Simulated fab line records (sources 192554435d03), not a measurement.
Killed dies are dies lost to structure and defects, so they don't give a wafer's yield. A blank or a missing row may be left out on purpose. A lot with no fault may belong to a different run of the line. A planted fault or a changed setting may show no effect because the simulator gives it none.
Which tool is to blame? / flow n5Finfet / 27 wafers from 9 lots sampled at 2 of the route's 1938 steps

== WHAT EACH GAUGE READ, for each wafer ==
N5_BEOL_M4_RC_MEAS_101. Usual: DIBL_N 35.4 mV/V, standard deviation 2.1; DIBL_P 34.8 mV/V, standard deviation 2.6; IOFF_N 0.15 nA/um, standard deviation 0.037; IOFF_P 0.19 nA/um, standard deviation 0.037; ION_N 677 uA/um, standard deviation 16; ION_P 462 uA/um, standard deviation 9.3; SS_N 71.4 mV/dec, standard deviation 0.75; SS_P 72.9 mV/dec, standard deviation 0.77; VT_N 250 mV, standard deviation 3.7; VT_P -251 mV, standard deviation 3.5.
lot=L415; measured=day 8 15:29; on=prober-01; DIBL_N (mV/V)=35.6 39.3 37.9; DIBL_P (mV/V)=34.3 38.9 37.1; IOFF_N (nA/um)=0.13 0.22 0.19; IOFF_P (nA/um)=0.14 0.20 0.18; ION_N (uA/um)=654 684 686; ION_P (uA/um)=441 455 455; SS_N (mV/dec)=71.5 73.0 72.5; SS_P (mV/dec)=72.4 73.8 73.3; VT_N (mV)=255 247 249; VT_P (mV)=-257 -256 -254; flag=
lot=L419; measured=day 9 08:56; on=prober-02; DIBL_N (mV/V)=39.0 32.9 37.2; DIBL_P (mV/V)=37.7 31.1 35.9; IOFF_N (nA/um)=0.24 0.12 0.20; IOFF_P (nA/um)=0.23 0.15 0.21; ION_N (uA/um)=679 672 688; ION_P (uA/um)=456 463 465; SS_N (mV/dec)=72.0 70.8 72.7; SS_P (mV/dec)=74.2 72.4 73.9; VT_N (mV)=245 255 245; VT_P (mV)=-248 -252 -248; flag=
lot=L420; measured=day 9 12:27; on=prober-02; DIBL_N (mV/V)=35.6 33.2 32.8; DIBL_P (mV/V)=35.9 32.4 32.0; IOFF_N (nA/um)=0.15 0.11 0.11; IOFF_P (nA/um)=0.20 0.14 0.15; ION_N (uA/um)=677 669 647; ION_P (uA/um)=461 459 454; SS_N (mV/dec)=71.1 70.3 71.4; SS_P (mV/dec)=73.5 71.7 72.9; VT_N (mV)=253 255 253; VT_P (mV)=-249 -254 -253; flag=
lot=L421; measured=day 9 10:58; on=prober-01; DIBL_N (mV/V)=34.8 37.2 34.0; DIBL_P (mV/V)=33.8 36.0 32.3; IOFF_N (nA/um)=0.13 0.16 0.12; IOFF_P (nA/um)=0.16 0.18 0.13; ION_N (uA/um)=664 678 660; ION_P (uA/um)=456 457 448; SS_N (mV/dec)=71.1 71.7 70.9; SS_P (mV/dec)=73.1 73.2 71.5; VT_N (mV)=251 248 255; VT_P (mV)=-257 -253 -257; flag=
lot=L423; measured=day 10 10:04; on=prober-01; DIBL_N (mV/V)=35.4 33.4 37.0; DIBL_P (mV/V)=34.8 32.0 37.2; IOFF_N (nA/um)=0.16 0.12 0.20; IOFF_P (nA/um)=0.21 0.17 0.26; ION_N (uA/um)=662 666 682; ION_P (uA/um)=463 464 465; SS_N (mV/dec)=71.6 71.6 73.0; SS_P (mV/dec)=72.6 72.0 73.6; VT_N (mV)=246 251 245; VT_P (mV)=-248 -251 -245; flag=
lot=L425; measured=day 10 15:20; on=prober-01; DIBL_N (mV/V)=36.0 36.2 37.3; DIBL_P (mV/V)=34.6 34.6 35.1; IOFF_N (nA/um)=0.13 0.15 0.15; IOFF_P (nA/um)=0.21 0.20 0.19; ION_N (uA/um)=649 677 661; ION_P (uA/um)=450 466 450; SS_N (mV/dec)=71.0 71.3 71.3; SS_P (mV/dec)=73.0 73.2 72.4; VT_N (mV)=250 246 249; VT_P (mV)=-251 -252 -251; flag=
lot=L428; measured=day 11 12:50; on=prober-01; DIBL_N (mV/V)=35.2 35.3 33.4; DIBL_P (mV/V)=34.9 34.9 32.1; IOFF_N (nA/um)=0.15 0.14 0.12; IOFF_P (nA/um)=0.21 0.21 0.17; ION_N (uA/um)=683 679 674; ION_P (uA/um)=467 469 462; SS_N (mV/dec)=71.2 71.3 71.4; SS_P (mV/dec)=73.5 73.1 72.2; VT_N (mV)=248 249 254; VT_P (mV)=-248 -249 -250; flag=
lot=L431; measured=day 12 14:50; on=prober-01; DIBL_N (mV/V)=37.6 38.4; DIBL_P (mV/V)=37.1 37.6; IOFF_N (nA/um)=0.17 0.22; IOFF_P (nA/um)=0.22 0.24; ION_N (uA/um)=678 669; ION_P (uA/um)=467 460; SS_N (mV/dec)=71.9 72.4; SS_P (mV/dec)=73.8 73.7; VT_N (mV)=248 249; VT_P (mV)=-246 -248; flag=
lot=L437; measured=day 14 15:28; on=prober-01; DIBL_N (mV/V)=32.7 35.4; DIBL_P (mV/V)=31.9 36.6; IOFF_N (nA/um)=0.11 0.16; IOFF_P (nA/um)=0.18 0.25; ION_N (uA/um)=672 688; ION_P (uA/um)=472 474; SS_N (mV/dec)=70.3 71.5; SS_P (mV/dec)=71.7 72.9; VT_N (mV)=254 249; VT_P (mV)=-247 -244; flag=

== WHAT TOOL EACH LOT RAN ON (gives the tool, then ch and the chambers of the sampled wafers, and finally the start) ==
lot=L415; N5_BEOL_M1_EXPOSE_08=euvScanner-02 ch 0, day 6 12:26
lot=L419; N5_BEOL_M1_EXPOSE_08=euvScanner-01 ch 0, day 7 08:40
lot=L420; N5_BEOL_M1_EXPOSE_08=euvScanner-01 ch 0, day 7 08:57
lot=L421; N5_BEOL_M1_EXPOSE_08=euvScanner-01 ch 0, day 7 15:19
lot=L423; N5_BEOL_M1_EXPOSE_08=euvScanner-02 ch 0, day 8 07:28
lot=L425; N5_BEOL_M1_EXPOSE_08=euvScanner-01 ch 0, day 8 15:21
lot=L428; N5_BEOL_M1_EXPOSE_08=euvScanner-01 ch 0, day 9 16:55
lot=L431; N5_BEOL_M1_EXPOSE_08=euvScanner-01 ch 0, day 10 09:57
lot=L437; N5_BEOL_M1_EXPOSE_08=euvScanner-01 ch 0, day 12 01:30
- N5_BEOL_M1_EXPOSE_08: exposes mask M1.

== AS READ BY THE TOOLS THEMSELVES (means over the sampled wafers that have a number; for cases with no such wafer, the mark the record gives instead) ==
N5_BEOL_M1_EXPOSE_08. Usual: 33.24 for exposureDoseMJCm2, sd 0.24.
lot=L415 tool=euvScanner-02 exposureDoseMJCm2=33.00 flag=
lot=L419 tool=euvScanner-01 exposureDoseMJCm2=33.49 flag=
lot=L420 tool=euvScanner-01 exposureDoseMJCm2=33.53 flag=
lot=L421 tool=euvScanner-01 exposureDoseMJCm2=33.55 flag=
lot=L423 tool=euvScanner-02 exposureDoseMJCm2=33.02 flag=
lot=L425 tool=euvScanner-01 exposureDoseMJCm2=33.53 flag=
lot=L428 tool=euvScanner-01 exposureDoseMJCm2=33.54 flag=
lot=L431 tool=euvScanner-01 exposureDoseMJCm2=33.49 flag=
lot=L437 tool=euvScanner-01 exposureDoseMJCm2=33.70 flag=

== THE ANSWER, worked out from the rows above alone ==
Rule: a lot is off if the mean of its wafers that have a number lies more than 3 standard deviations from the usual mean. Also off: a lot with no number at a reading for which 4 or more lots have one. All remaining lots with rows at the step are treated as sound. The gauges are gone through in route order, then the tools' own readings, and for those a lot's mean is taken as printed above. At the first step where some lot is off, the reading lying furthest off is the one used; lots without a number count as furthest.
No lot is off on any of the readings shown, so nothing can be concluded from this.

== WHAT HAD BEEN PUT IN BY THE SIMULATOR ==
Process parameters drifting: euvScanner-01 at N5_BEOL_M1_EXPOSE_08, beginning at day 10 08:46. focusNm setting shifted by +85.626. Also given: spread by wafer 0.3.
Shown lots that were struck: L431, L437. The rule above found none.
